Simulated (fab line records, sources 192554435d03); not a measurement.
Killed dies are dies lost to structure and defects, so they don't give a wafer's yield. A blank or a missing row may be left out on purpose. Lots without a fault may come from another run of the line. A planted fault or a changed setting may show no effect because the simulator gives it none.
fab line records | flow n5_finfet
record lots=24 wafers=72 last_day=18
route steps=1938 shown HKMG_FIN@445 GATE_CUT@473 MOL_CONTACT_COAG@528
lots that met no fault: from a run of the same line without faults
start_h: hours from the record's first day to the start of the lot's first wafer shown | wait_h: hours since the lot's step before | " the same as in the row above | L1.1+2: a row that stands for several wafers | - no value, or no start given | * or withheld: withheld | < > ~ a bound
route shown NAME@n: a module of which the file shows steps, and the number in the route of the first | usual: mean/standard deviation of fault-free wafers | same: alike in all rows | chamber/n: place in a boat | sites: the reading at each site | _std_site: their standard deviation | _edge_site: outer sites' mean less inner sites' | radius_mm: how far each site lies from the wafer's centre | mask NAME#n: copy n | behind: the tool/chamber that last shaped the wafer | hold: why the lot was held/for how many hours/how that ended | device: the transistor (n, p or np) that didn't switch | end of line: the same wafers' tests at the end of the route | a step without rows: its recipe alone | killed: dies lost to structure and defects at the first sort, not the wafer's yield | map: a wafer's dies, x killed, . not, _ none there
set.NAME: the setting as run; set.NAME@STEP: as run at that earlier step | model.NAME: the simulator's own value behind a step, which no gauge read
steps of the route over a sample of lots; a table a step, a row a wafer
services: from which hour (start_h, from the record's first day; less than 0 if before it) a tool's chamber was out of use, for how many hours, and why
## steps
# step N5_HKMG_FIN_STRIP_89
# recipe chemistry=N2/H2 material=SOC time_s=20 power_w=500 temp_c=40 pressure_mtorr=50 rf_frequency_hz=6e+07 bias_power_w=8 h2_frac=0.5 n2_flow_sccm=300 h2_flow_sccm=300
# usual bias_power_w=7.999/0.023 chamber_pressure_mTorr=50.00/0.042 drypump_motor_current_A=5.8/0.36 n2_flow_sccm=299.9/0.85 oes_product_au=0.82/0.098 power_w=499.8/1.5 rf_vpp_V=54.2/0.81 showerhead_plenum_p_Torr=3.37/0.12 throttle_valve_pct=18.9/0.35
# columns lot.wafer tool chamber start_h wait_h bias_power_w chamber_pressure_mTorr drypump_motor_current_A n2_flow_sccm oes_product_au power_w rf_hours_counter_h rf_vpp_V showerhead_plenum_p_Torr throttle_valve_pct
L074.1 rie_diel-03 3 75.20 0.0 8.019 50.07 5.6 300.2 0.94 499.6 25 53.6 3.42 18.8
L074.3 " 2 " " 8.025 49.95 5.8 299.5 0.78 499.0 137 54.0 3.24 19.4
L074.5 " 1 " " 7.982 50.05 5.4 300.5 0.75 497.5 - 55.2 3.17 18.8
L075.3 rie_diel-01 1 84.95 0.0 8.001 50.00 5.9 300.0 0.82 500.4 70 55.2 3.53 18.6
L075.4 " 0 " " 7.981 49.99 6.2 300.2 0.85 500.8 85 54.6 3.37 18.9
L075.6 " 1 " " 8.030 50.01 6.0 299.9 0.83 498.9 - 55.2 3.53 18.6
L076.1 rie_diel-05 3 89.46 0.0 8.010 50.07 5.3 301.2 0.68 501.2 244 53.8 3.29 19.6
L076.3 " 0 " " 7.984 50.06 5.8 300.5 0.77 500.0 158 54.1 3.35 18.9
L076.6 " 0 " " 8.014 49.97 5.8 300.4 0.76 499.9 - 55.6 3.35 19.0
L077.1 rie_diel-05 1 99.82 0.0 8.011 49.98 5.8 299.3 0.93 499.4 25 54.4 3.41 18.1
L077.3 " 0 " " 8.011 50.00 5.8 300.2 0.76 499.5 162 54.1 3.34 18.9
L077.5 " 3 " " 8.030 49.93 5.3 301.0 0.68 499.2 - 53.6 3.29 19.6
L078.2 rie_diel-03 1 109.69 0.0 8.020 50.00 5.4 300.6 0.74 500.7 187 52.5 3.16 18.8
L078.4 " 3 " " 7.984 50.03 5.6 300.4 0.91 499.7 36 54.0 3.42 18.8
L078.5 " 0 " " 8.023 49.99 5.6 299.5 0.73 501.2 - 54.0 3.47 19.3
L079.3 rie_diel-03 0 111.02 0.0 7.984 50.04 5.5 299.3 0.73 502.0 167 53.8 3.47 19.3
L079.4 " 1 " " 8.006 50.03 5.4 299.2 0.74 501.3 188 52.9 3.16 18.9
L079.6 " 0 " " 7.993 49.89 5.6 299.3 0.73 501.0 - 55.4 3.47 19.3
L080.1 rie_diel-01 0 115.44 0.0 7.988 50.03 6.2 300.5 0.84 497.7 95 52.2 3.37 18.9
L080.2 " 1 " " 8.041 49.97 6.0 300.1 0.82 497.2 79 54.4 3.52 18.6
L080.6 " 1 " " 8.021 50.01 6.0 300.2 0.82 498.3 - 55.0 3.52 18.6
L081.2 rie_diel-01 3 130.71 0.0 8.007 50.00 5.1 300.5 0.67 500.5 242 54.1 3.17 19.1
L081.4 " 2 " " 7.963 50.04 6.2 300.6 0.69 496.5 249 53.6 3.42 19.1
L081.5 " 2 " " 8.001 50.06 6.2 299.7 0.70 500.3 - 55.3 3.42 19.1
L082.2 rie_diel-05 2 131.51 0.0 8.026 50.06 5.9 300.1 0.98 499.3 12 53.9 3.32 19.8
L082.4 " 3 " " 8.029 50.02 5.3 299.8 1.03 499.1 0 53.6 3.29 19.1
L082.6 " 0 " " 7.984 50.00 5.8 299.1 0.75 498.3 - 53.6 3.34 19.0
L083.2 rie_diel-03 3 134.67 0.0 7.975 50.06 5.6 299.8 0.90 496.7 46 54.8 3.41 18.8
L083.4 " 2 " " 8.021 49.93 5.7 300.0 0.76 500.3 157 53.9 3.23 19.4
L083.5 " 0 " " 7.968 49.95 5.5 300.2 0.71 497.8 - 55.3 3.46 19.3
L084.1 rie_diel-01 3 137.41 0.0 7.980 49.95 5.2 301.0 0.66 501.2 245 52.9 3.17 19.1
L084.3 " 1 " " 7.991 50.03 5.9 299.9 0.81 502.1 87 54.1 3.52 18.6
L084.4 " 1 " " 8.001 49.91 5.9 300.1 0.81 500.0 - 54.9 3.52 18.6
L085.3 rie_diel-01 0 150.57 0.0 8.021 50.04 6.2 298.1 0.82 500.0 108 53.9 3.36 18.9
L085.5 " 1 " " 8.004 50.01 5.9 299.8 0.79 499.0 - 53.2 3.51 18.6
L085.6 " 3 " " 8.000 50.02 5.1 299.9 0.65 500.4 - 55.0 3.16 19.1
L086.1 rie_diel-03 1 158.30 0.0 7.976 49.99 5.4 298.9 0.71 501.4 207 53.8 3.15 18.9
L086.2 " 0 " " 7.967 50.01 5.5 299.9 0.71 501.5 186 54.1 3.46 19.4
L086.5 " 1 " " 7.992 50.04 5.4 298.8 0.73 499.3 - 53.4 3.15 18.9
L087.2 rie_diel-05 3 162.49 0.0 7.991 50.12 5.3 298.8 0.98 501.5 6 53.7 3.28 19.1
L087.4 " 2 " " 8.020 50.01 5.9 299.3 0.97 499.1 17 54.5 3.32 19.9
L087.6 " 2 " " 8.087 49.97 5.9 299.0 0.96 500.2 - 53.1 3.32 19.9
L088.2 rie_diel-01 1 166.94 0.0 8.005 49.99 5.9 299.9 0.78 496.8 105 55.3 3.51 18.6
L088.3 " 2 " " 7.979 49.97 6.2 298.9 0.98 499.8 9 55.6 3.42 18.8
L088.5 " 1 " " 7.992 50.05 6.0 300.8 0.79 497.2 - 55.0 3.51 18.6
L089.2 rie_diel-05 3 170.87 0.0 7.987 50.01 5.3 300.4 0.97 500.7 9 54.9 3.28 19.1
L089.4 " 1 " " 7.984 49.98 5.9 298.9 0.89 500.9 46 54.8 3.39 18.2
L089.6 " 2 " " 8.010 50.03 5.9 300.4 0.95 501.8 - 55.0 3.32 19.9
L090.1 rie_diel-01 0 175.44 0.0 7.972 50.01 6.2 299.5 0.80 501.2 124 55.1 3.35 18.9
L090.5 " 1 " " 7.975 50.02 5.9 299.9 0.78 501.8 - 54.2 3.51 18.6
L090.6 " 0 " " 7.992 49.92 6.2 298.1 0.81 500.3 - 53.7 3.35 18.9
L091.2 rie_diel-01 0 178.41 0.0 8.011 49.90 6.2 298.6 0.81 502.5 126 54.4 3.35 18.9
L091.4 " 2 " " 8.023 50.05 6.2 300.8 0.97 499.5 - 54.6 3.41 18.8
L091.6 " 0 " " 7.975 49.97 6.2 300.0 0.81 501.4 - 54.2 3.35 18.9
L092.2 rie_diel-01 0 185.34 0.0 8.021 50.00 6.2 301.1 0.80 500.3 129 53.6 3.35 18.9
L092.5 " 0 " " 7.985 50.03 6.2 301.0 0.80 501.2 - 53.5 3.35 19.0
L092.6 " 3 " " 8.007 50.02 5.1 299.7 0.99 501.1 - 55.4 3.57 18.7
L093.3 rie_diel-03 2 192.91 0.0 7.992 49.99 5.7 298.6 0.75 498.3 172 55.4 3.22 19.4
L093.4 " 3 " " 7.989 49.92 5.6 299.4 0.86 498.5 69 55.6 3.40 18.8
L093.5 " 1 " " 7.998 50.04 5.4 299.4 0.71 499.1 - 53.6 3.15 18.9
L094.4 rie_diel-01 0 201.91 0.0 7.994 50.00 6.2 299.2 0.79 501.7 - 54.6 3.34 19.0
L094.5 " 3 " " 8.035 49.99 5.1 300.3 0.95 501.3 - 55.0 3.56 18.7
L094.6 " 2 " " 7.954 49.92 6.2 298.7 0.94 497.3 - 54.3 3.41 18.8
L095.1 rie_diel-03 2 203.11 0.0 8.013 49.97 5.7 300.5 0.75 502.1 177 53.7 3.22 19.4
L095.5 " 1 " " 8.022 49.99 5.4 301.1 0.71 498.1 - 53.6 3.14 18.9
L095.6 " 2 " " 7.977 50.05 5.7 301.5 0.75 502.8 - 52.6 3.22 19.4
L096.1 rie_diel-01 3 217.98 0.0 8.004 50.01 5.1 300.1 0.94 499.4 14 54.4 3.56 18.7
L096.2 " 0 " " 8.019 50.03 6.2 298.7 0.79 500.5 142 53.4 3.34 19.0
L096.3 " 1 " " 8.033 50.02 5.9 299.2 0.76 501.3 124 55.1 3.50 18.7
L097.1 rie_diel-01 3 218.11 0.0 8.022 50.05 5.1 298.6 0.93 500.5 14 54.8 3.56 18.7
L097.4 " 2 " " 7.968 50.01 6.2 300.8 0.93 498.4 31 53.9 3.40 18.9
L097.5 " 1 " " 7.990 49.98 6.0 300.1 0.76 499.6 - 54.0 3.50 18.6
# step N5_HKMG_FIN_INSPECT_28
# recipe inspect_instrument=darkfield mode=post_cmp
# usual raw_defect_count=36/14
# columns lot.wafer tool chamber start_h wait_h raw_defect_count
L074.1 defect_inspect-02 - 78.36 0.0 55
L074.3 " - " " 70
L074.5 " - " " 49
L075.3 defect_inspect-02 - 88.07 0.0 15
L075.4 " - " " 36
L075.6 " - " " 65
L076.1 defect_inspect-01 - 92.47 0.0 27
L076.3 " - " " 44
L076.6 " - " " 46
L077.1 defect_inspect-02 - 102.83 0.0 31
L077.3 " - " " 30
L077.5 " - " " 26
L078.2 defect_inspect-02 - 112.81 0.0 40
L078.4 " - " " 43
L078.5 " - " " 27
L079.3 defect_inspect-01 - 114.07 0.0 37
L079.4 " - " " 30
L079.6 " - " " 25
L080.1 defect_inspect-02 - 118.45 0.0 40
L080.2 " - " " 50
L080.6 " - " " 32
L081.2 defect_inspect-02 - 134.04 0.0 18
L081.4 " - " " 29
L081.5 " - " " 69
L082.2 defect_inspect-01 - 134.51 0.0 60
L082.4 " - " " 50
L082.6 " - " " 55
L083.2 defect_inspect-01 - 137.67 0.0 40
L083.4 " - " " 30
L083.5 " - " " 42
L084.1 defect_inspect-02 - 140.43 0.0 49
L084.3 " - " " 37
L084.4 " - " " 34
L085.3 defect_inspect-01 - 153.84 0.0 21
L085.5 " - " " 14
L085.6 " - " " 17
L086.1 defect_inspect-02 - 161.30 0.0 32
L086.2 " - " " 25
L086.5 " - " " 15
L087.2 defect_inspect-01 - 165.50 0.0 15
L087.4 " - " " 18
L087.6 " - " " 36
L088.2 defect_inspect-01 - 170.08 0.0 43
L088.3 " - " " 51
L088.5 " - " " 39
L089.2 defect_inspect-02 - 174.04 0.0 43
L089.4 " - " " 15
L089.6 " - " " 33
L090.1 defect_inspect-02 - 178.44 0.0 14
L090.5 " - " " 40
L090.6 " - " " 18
L091.2 defect_inspect-02 - 181.41 0.0 26
L091.4 " - " " 44
L091.6 " - " " 28
L092.2 defect_inspect-01 - 188.66 0.0 30
L092.5 " - " " 39
L092.6 " - " " 14
L093.3 defect_inspect-02 - 196.32 0.0 26
L093.4 " - " " 31
L093.5 " - " " 34
L094.4 defect_inspect-01 - 204.97 0.0 31
L094.5 " - " " 30
L094.6 " - " " 55
L095.1 defect_inspect-02 - 206.15 0.0 33
L095.5 " - " " 32
L095.6 " - " " 38
L096.1 defect_inspect-01 - 220.97 0.0 19
L096.2 " - " " 36
L096.3 " - " " 23
L097.1 defect_inspect-01 - 221.11 0.0 34
L097.4 " - " " 26
L097.5 " - " " 23
# step N5_GATE_CUT_SAC_CAP_01
# recipe material=SiNx target_thk_a=240 temp_c=400 ald_precursor_family=SiH2I2 ald_co_reactant=N2/H2-plasma pulse_time_s=1 ald_cycles=480 purge_time_s=2 co_reactant_purge_time_s=2 pressure_torr=2
# usual heater_power_w=806/74 precursor_pulse_height_rel=0.998/0.019
# same co_reactant_purge_time_s=2
# columns lot.wafer tool chamber start_h wait_h heater_power_w precursor_pulse_height_rel
L074.1 ald_sin-02 3 79.02 0.0 779 1.002
L074.3 " 1 " " 902 0.960
L074.5 " 0 80.10 1.1 805 1.018
L075.3 ald_sin-04 2 88.71 0.0 853 0.992
L075.4 " 0 " " 894 1.006
L075.6 " 0 89.80 1.1 887 0.970
L076.1 ald_sin-04 1 97.88 4.8 830 0.973
L076.3 " 0 " " 887 0.999
L076.6 " 0 98.96 5.9 876 1.011
L077.1 ald_sin-04 0 104.83 1.4 892 0.981
L077.3 " 3 " " 819 1.021
L077.5 " 2 105.92 2.5 830 1.001
L078.2 ald_sin-03 3 113.45 0.0 823 0.999
L078.4 " 2 114.54 1.1 909 0.986
L078.5 " 0 " " 751 0.997
L079.3 ald_sin-02 0 114.71 0.0 784 0.961
L079.4 " 2 " " 649 1.003
L079.6 " 2 115.79 1.1 652 0.993
L080.1 ald_sin-03 3 119.09 0.0 819 1.012
L080.2 " 0 " " 718 1.003
L080.6 " 2 120.18 1.1 884 1.007
L081.2 ald_sin-02 1 134.80 0.0 903 0.980
L081.4 " 0 " " 803 0.988
L081.5 " 3 135.88 1.1 804 0.997
L082.2 ald_sin-04 2 135.36 0.0 870 0.958
L082.4 " 1 " " 872 0.994
L082.6 " 2 136.45 1.1 810 1.031
L083.2 ald_sin-02 3 138.41 0.0 803 0.967
L083.4 " 0 " " 831 0.988
L083.5 " 2 139.50 1.1 646 0.960
L084.1 ald_sin-03 1 141.17 0.0 738 1.048
L084.3 " 2 " " 874 0.990
L084.4 " 3 " " 829 0.983
L085.3 ald_sin-04 2 154.48 0.0 830 1.038
L085.5 " 1 155.57 1.1 853 0.998
L085.6 " 0 " " 893 0.997
L086.1 ald_sin-04 3 161.94 0.0 811 1.019
L086.2 " 2 " " 823 0.977
L086.5 " 0 163.03 1.1 922 0.991
L087.2 ald_sin-02 1 166.20 0.0 930 1.044
L087.4 " 2 " " 630 1.019
L087.6 " 3 167.29 1.1 786 1.002
L088.2 ald_sin-02 1 171.63 0.9 933 1.007
L088.3 " 3 " " 794 0.997
L088.5 " 1 172.71 2.0 894 1.000
L089.2 ald_sin-03 2 174.79 0.0 902 0.955
L089.4 " 1 " " 729 1.003
L089.6 " 1 175.87 1.1 757 1.002
L090.1 ald_sin-03 2 180.70 1.6 886 0.990
L090.5 " 2 181.79 2.7 880 1.017
L090.6 " 3 " " 823 1.018
L091.2 ald_sin-04 3 182.64 0.6 821 1.005
L091.4 " 1 " " 852 1.031
L091.6 " 0 183.72 1.7 882 0.991
L092.2 ald_sin-03 3 191.09 1.5 811 0.982
L092.5 " 3 192.17 2.6 834 0.983
L092.6 " 2 " " 879 1.023
L093.3 ald_sin-02 3 196.96 0.0 765 0.988
L093.4 " 1 " " 849 1.000
L093.5 " 3 198.04 1.1 780 0.980
L094.4 ald_sin-03 0 205.61 0.0 737 0.972
L094.5 " 0 206.70 1.1 714 1.001
L094.6 " 1 " " 753 0.961
L095.1 ald_sin-03 2 207.79 1.0 882 1.000
L095.5 " 0 208.87 2.1 747 0.997
L095.6 " 1 " " 760 0.979
L097.1 ald_sin-02 0 221.75 0.0 809 1.011
L097.4 " 1 " " 864 0.986
L097.5 " 1 222.83 1.1 873 1.008
L096.1 ald_sin-03 3 222.04 0.0 818 0.996
L096.2 " 0 " " 724 0.988
L096.3 " 1 " " 746 1.011
# step N5_GATE_CUT_STRIP_42
# recipe chemistry=O2 power_w=400 temp_c=40 pressure_mtorr=30 rf_frequency_hz=6e+07 bias_power_w=0 overash_fraction=0.3 o2_flow_sccm=225
# usual chamber_pressure_mTorr=30.000/0.027 drypump_motor_current_A=5.6/0.51 oes_product_au=0.76/0.077 rf_vpp_V=3.6/0.49 showerhead_plenum_p_Torr=2.09/0.067 throttle_valve_pct=16.79/0.26
# same bias_power_w=0
# columns lot.wafer tool chamber start_h wait_h chamber_pressure_mTorr drypump_motor_current_A oes_product_au rf_hours_counter_h rf_vpp_V showerhead_plenum_p_Torr throttle_valve_pct
L074.1 rie_diel-06 0 82.43 0.0 29.990 5.3 0.92 25 3.8 2.07 16.81
L074.3 " 3 " " 30.022 5.3 0.76 131 4.4 1.99 16.79
L074.5 " 0 " " 30.029 5.3 0.92 - 4.3 2.07 16.82
L075.3 rie_diel-06 2 92.03 0.0 30.038 4.8 0.68 233 3.1 2.15 16.81
L075.4 " 3 " " 29.956 5.3 0.77 134 3.8 1.99 16.78
L075.6 " 2 " " 29.922 4.8 0.67 - 4.1 2.15 16.80
L076.1 rie_diel-02 0 101.18 0.0 29.998 6.0 0.78 152 4.7 2.07 16.90
L076.3 " 2 " " 30.002 5.8 0.68 203 3.3 2.05 16.33
L076.6 " 0 " " 29.961 6.0 0.77 - 3.3 2.07 16.89
L077.1 rie_diel-04 1 108.26 0.0 30.004 6.5 0.81 87 3.9 2.14 16.47
L077.3 " 2 " " 29.994 6.1 0.72 201 4.2 2.17 17.04
L077.5 " 2 " " 30.002 6.1 0.72 - 4.4 2.17 17.05
L078.2 rie_diel-04 2 116.76 0.0 30.007 6.1 0.71 204 2.5 2.17 17.06
L078.4 " 3 " " 29.989 5.3 0.73 190 3.3 2.17 16.58
L078.5 " 2 " " 30.009 6.1 0.71 - 2.8 2.17 17.04
L079.3 rie_diel-04 1 118.15 0.0 30.015 6.5 0.81 90 3.7 2.14 16.47
L079.4 " 3 " " 30.024 5.3 0.74 191 3.1 2.17 16.58
L079.6 " 3 " " 29.970 5.3 0.72 - 3.3 2.17 16.58
L080.1 rie_diel-06 3 122.56 0.0 30.020 5.3 0.76 144 4.2 1.99 16.81
L080.2 " 1 " " 29.953 5.1 0.68 244 3.8 1.98 16.89
L080.6 " 0 " " 30.018 5.3 0.88 - 4.0 2.06 16.84
L081.2 rie_diel-06 1 138.23 0.0 30.020 5.1 0.67 250 3.4 1.98 16.91
L081.4 " 3 " " 30.006 5.3 0.75 148 3.3 1.99 16.83
L081.5 " 2 " " 30.003 4.8 0.68 - 4.0 2.15 16.82
L082.2 rie_diel-04 3 138.82 0.0 29.994 5.3 0.72 196 3.4 2.17 16.58
L082.4 " 1 " " 29.994 6.5 0.80 96 4.2 2.13 16.48
L082.6 " 2 " " 30.003 6.1 0.70 - 3.3 2.17 17.06
L083.2 rie_diel-02 2 141.91 0.0 30.010 5.8 0.67 214 3.5 2.05 16.37
L083.4 " 3 " " 30.023 5.0 0.78 123 3.4 2.01 17.00
L083.5 " 3 " " 29.971 5.1 0.79 - 4.1 2.01 17.03
L084.1 rie_diel-04 1 144.60 0.0 29.969 6.5 0.80 98 3.7 2.13 16.50
L084.3 " 0 " " 29.977 5.6 0.70 239 4.5 2.08 17.27
L084.4 " 3 " " 29.980 5.3 0.72 198 3.9 2.17 16.60
L085.3 rie_diel-06 3 157.78 0.0 29.972 5.3 0.73 156 3.7 1.98 16.85
L085.5 " 0 " " 30.020 5.3 0.85 - 3.8 2.06 16.85
L085.6 " 3 " " 30.024 5.3 0.73 - 3.3 1.98 16.85
L086.1 rie_diel-04 2 165.53 0.0 29.991 6.1 0.69 218 2.8 2.17 17.07
L086.2 " 1 " " 30.017 6.5 0.79 104 3.6 2.13 16.50
L086.5 " 2 " " 30.001 6.1 0.69 - 3.4 2.17 17.06
L087.2 rie_diel-02 1 169.72 0.0 30.083 5.9 0.85 66 3.1 2.04 16.39
L087.4 " 2 " " 30.007 5.7 0.67 223 4.4 2.05 16.37
L087.6 " 2 " " 30.006 5.7 0.67 - 3.2 2.05 16.37
L088.2 rie_diel-04 3 175.56 0.0 30.001 5.3 0.71 208 4.8 2.17 16.61
L088.3 " 0 " " 29.983 5.5 0.70 248 3.4 2.08 17.27
L088.5 " 2 " " 30.013 6.2 0.69 - 3.2 2.17 17.08
L089.2 rie_diel-02 2 178.24 0.0 29.927 5.8 0.66 226 4.2 2.04 16.38
L089.4 " 3 " " 30.016 5.0 0.77 - 3.4 2.00 17.01
L089.6 " 2 " " 30.008 5.8 0.66 - 4.3 2.04 16.38
L090.1 rie_diel-04 3 184.01 0.0 30.007 5.3 0.71 209 3.7 2.17 16.60
L090.5 " 1 " " 30.059 6.5 0.80 - 3.9 2.13 16.48
L090.6 " 2 " " 30.044 6.1 0.69 - 3.6 2.16 17.08
L091.2 rie_diel-06 0 186.09 0.0 29.998 5.3 0.85 58 3.5 2.06 16.86
L091.4 " 0 " " 30.013 5.3 0.85 - 3.3 2.06 16.87
L091.6 " 2 " " 30.014 4.8 0.98 - 3.6 2.15 16.30
L092.2 rie_diel-06 3 194.48 0.0 30.015 5.3 0.73 171 3.3 1.98 16.87
L092.5 " 3 " " 29.981 5.3 0.73 - 3.3 1.98 16.86
L092.6 " 0 " " 30.011 5.3 0.84 - 3.6 2.06 16.90
L093.3 rie_diel-04 3 200.53 0.0 29.952 5.3 0.72 - 4.2 2.17 16.63
L093.4 " 1 " " 29.976 6.5 0.78 - 3.1 2.13 16.52
L093.5 " 3 " " 29.989 5.3 0.71 - 3.2 2.17 16.63
L094.4 rie_diel-04 3 209.25 0.0 30.037 5.3 0.71 218 3.1 2.17 16.62
L094.5 " 2 " " 30.010 6.1 0.68 - 3.3 2.16 17.11
L094.6 " 1 " " 29.947 6.5 0.78 - 3.5 2.13 16.53
L095.1 rie_diel-04 3 211.14 0.0 29.957 5.3 0.71 219 4.6 2.16 16.62
L095.5 " 3 " " 30.006 5.3 0.70 - 3.9 2.16 16.64
L095.6 " 2 " " 29.981 6.1 0.69 - 3.7 2.16 17.10
L097.1 rie_diel-04 0 225.20 0.0 30.023 5.5 0.95 6 2.8 2.08 16.81
L097.4 " 3 " " 29.953 5.3 0.70 223 3.9 2.16 16.64
L097.5 " 3 " " 29.971 5.3 0.69 - 3.2 2.16 16.62
L096.1 rie_diel-02 3 225.72 0.0 30.010 5.0 0.76 145 3.7 2.00 17.04
L096.2 " 0 " " 29.990 6.0 0.74 187 3.7 2.06 16.97
L096.3 " 2 " " 29.993 5.7 0.66 240 3.4 2.04 16.39
# step N5_GATE_CUT_VAPOR_ETCH_48
# recipe chemistry=BCl3/Cl2 target=TiN mode=isotropic
# usual drypump_motor_current_A=5.6/0.39 oes_product_au=0.75/0.13
# columns lot.wafer tool chamber start_h wait_h drypump_motor_current_A oes_product_au
L074.1 rie_metal-02 0 82.76 0.0 5.7 0.64
L074.3 " 0 " " 5.7 0.64
L074.5 " 1 " " 5.4 0.95
L075.3 rie_metal-02 0 92.37 0.0 5.7 0.64
L075.4 " 1 " " 5.4 0.94
L075.6 " 1 " " 5.4 0.95
L076.1 rie_metal-02 1 101.51 0.0 5.4 0.94
L076.3 " 0 " " 5.7 0.64
L076.6 " 1 " " 5.4 0.95
L077.1 rie_metal-03 0 108.60 0.0 4.7 0.73
L077.3 " 0 " " 4.7 0.73
L077.5 " 1 " " 5.8 0.64
L078.2 rie_metal-01 0 117.08 0.0 6.4 0.59
L078.4 " 0 " " 6.4 0.58
L078.5 " 0 " " 6.4 0.58
L079.3 rie_metal-03 1 118.68 0.1 5.8 0.65
L079.4 " 1 " " 5.8 0.64
L079.6 " 1 " " 5.8 0.65
L080.1 rie_metal-03 1 123.07 0.1 5.8 0.65
L080.2 " 1 " " 5.8 0.64
L080.6 " 1 " " 5.8 0.64
L081.2 rie_metal-02 0 138.55 0.0 5.7 0.63
L081.4 " 0 " " 5.7 0.63
L081.5 " 1 " " 5.4 0.92
L082.2 rie_metal-02 0 139.14 0.0 5.7 0.63
L082.4 " 0 " " 5.8 0.63
L082.6 " 0 " " 5.7 0.63
L083.2 rie_metal-02 1 142.24 0.0 5.5 0.92
L083.4 " 0 " " 5.7 0.63
L083.5 " 1 " " 5.4 0.92
L084.1 rie_metal-01 0 144.93 0.0 6.4 0.58
L084.3 " 0 " " 6.4 0.58
L084.4 " 1 " " 5.8 0.83
L085.3 rie_metal-02 1 158.12 0.0 5.4 0.91
L085.5 " 0 " " 5.7 0.63
L085.6 " 1 " " 5.4 0.92
L086.1 rie_metal-01 1 166.04 0.1 5.9 0.84
L086.2 " 1 " " 5.9 0.84
L086.5 " 1 " " 5.9 0.84
L087.2 rie_metal-01 1 170.24 0.1 5.9 0.84
L087.4 " 1 " " 5.9 0.84
L087.6 " 1 " " 5.9 0.83
L088.2 rie_metal-02 1 175.89 0.0 5.4 0.91
L088.3 " 1 " " 5.4 0.91
L088.5 " 1 " " 5.4 0.91
L089.2 rie_metal-02 0 178.56 0.0 5.7 0.63
L089.4 " 1 " " 5.4 0.91
L089.6 " 0 " " 5.7 0.63
L090.1 rie_metal-02 0 184.34 0.0 5.8 0.63
L090.5 " 1 " " 5.4 0.90
L090.6 " 0 " " 5.8 0.62
L091.2 rie_metal-03 1 186.42 0.0 5.8 0.63
L091.4 " 1 " " 5.8 0.64
L091.6 " 0 " " 4.7 0.72
L092.2 rie_metal-02 1 194.81 0.0 5.4 0.91
L092.5 " 1 " " 5.4 0.90
L092.6 " 0 " " 5.7 0.62
L093.3 rie_metal-02 1 200.91 0.0 5.4 0.90
L093.4 " 0 " " 5.7 0.62
L093.5 " 1 " " 5.4 0.90
L094.4 rie_metal-03 1 209.59 0.0 5.8 0.63
L094.5 " 0 " " 4.7 0.72
L094.6 " 1 " " 5.8 0.64
L095.1 rie_metal-03 1 211.47 0.0 5.8 0.63
L095.5 " 0 " " 4.7 0.72
L095.6 " 1 " " 5.8 0.63
L097.1 rie_metal-03 1 225.53 0.0 5.8 0.63
L097.4 " 1 " " 5.8 0.63
L097.5 " 0 " " 4.7 0.72
L096.1 rie_metal-01 1 226.05 0.0 5.9 0.81
L096.2 " 0 " " 6.4 0.92
L096.3 " 1 " " 5.9 0.81
# step N5_MOL_CONTACT_COAG_INSPECT_10
# recipe mode=adi inspect_instrument=brightfield
# usual raw_defect_count=83/43
# columns lot.wafer tool chamber start_h wait_h raw_defect_count
L074.1 defect_inspect-02 - 86.06 0.1 41
L074.3 " - " " 54
L074.5 " - " " 50
L075.3 defect_inspect-01 - 99.33 0.0 78
L075.4 " - " " 47
L075.6 " - " " 59
L076.1 defect_inspect-01 - 106.39 0.1 100
L076.3 " - " " 150
L076.6 " - " " 124
L077.1 defect_inspect-01 - 111.79 0.1 104
L077.3 " - " " 66
L077.5 " - " " 66
L078.2 defect_inspect-02 - 120.38 0.0 106
L078.4 " - " " 87
L078.5 " - " " 51
L079.3 defect_inspect-01 - 121.93 0.0 90
L079.4 " - " " 54
L079.6 " - " " 74
L080.1 defect_inspect-02 - 126.58 0.1 54
L080.2 " - " " 58
L080.6 " - " " 52
L081.2 defect_inspect-02 - 141.86 0.0 86
L081.4 " - " " 70
L081.5 " - " " 63
L082.2 defect_inspect-02 - 142.58 0.0 38
L082.4 " - " " 80
L082.6 " - " " 138
L083.2 defect_inspect-01 - 145.41 0.0 89
L083.4 " - " " 94
L083.5 " - " " 64
L084.1 defect_inspect-02 - 148.10 0.1 103
L084.3 " - " " 51
L084.4 " - " " 79
L085.3 defect_inspect-01 - 161.29 0.0 159
L085.5 " - " " 41
L085.6 " - " " 63
L086.1 defect_inspect-01 - 170.98 0.1 83
L086.2 " - " " 43
L086.5 " - " " 50
L087.2 defect_inspect-01 - 173.63 0.0 89
L087.4 " - " " 44
L087.6 " - " " 110
L088.2 defect_inspect-01 - 179.10 0.0 126
L088.3 " - " " 121
L088.5 " - " " 195
L089.2 defect_inspect-02 - 181.98 0.0 76
L089.4 " - " " 64
L089.6 " - " " 82
L090.1 defect_inspect-01 - 188.26 0.1 130
L090.5 " - " " 93
L090.6 " - " " 103
L091.2 defect_inspect-01 - 189.83 0.0 131
L091.4 " - " " 255
L091.6 " - " " 251
L092.2 defect_inspect-02 - 198.12 0.0 65
L092.5 " - " " 79
L092.6 " - " " 51
L093.3 defect_inspect-02 - 204.20 0.0 49
L093.4 " - " " 68
L093.5 " - " " 41
L094.4 defect_inspect-02 - 213.00 0.0 42
L094.5 " - " " 49
L094.6 " - " " 60
L095.1 defect_inspect-01 - 214.74 0.1 51
L095.5 " - " " 59
L095.6 " - " " 60
L097.1 defect_inspect-01 - 228.75 0.1 57
L097.4 " - " " 61
L097.5 " - " " 35
L096.1 defect_inspect-02 - 229.29 0.1 41
L096.2 " - " " 73
L096.3 " - " " 74
## services
# columns tool chamber start_h hours kind
rie_metal-01 - 51.64 0.4 repair
rie_diel-03 1 52.70 4.1 repair
rie_metal-01 - 54.65 2.8 pm
ald_sin-04 1 59.41 3.4 repair
rie_diel-03 2 60.98 1.8 repair
ald_sin-02 - 81.80 28.1 pm
rie_diel-01 - 87.14 1.0 repair
ald_sin-03 1 94.06 38.2 repair
rie_diel-04 2 109.23 1.6 repair
rie_diel-06 2 112.41 19.7 repair
rie_metal-03 0 118.19 7.1 repair
rie_diel-04 0 138.95 5.4 repair
rie_diel-01 - 141.22 1.0 repair
rie_diel-03 3 149.91 2.5 repair
ald_sin-03 2 160.21 7.0 repair
ald_sin-04 - 170.99 6.1 pm
ald_sin-02 - 177.62 14.0 pm
rie_diel-06 1 184.00 81.3 repair
rie_diel-04 2 198.53 2.8 repair
rie_metal-03 1 200.76 2.8 repair
ald_sin-02 0 203.30 2.6 repair
rie_diel-06 2 218.19 13.6 repair
rie_diel-06 0 220.16 6.2 repair
ald_sin-03 - 224.47 0.7 repair
## key
fault none
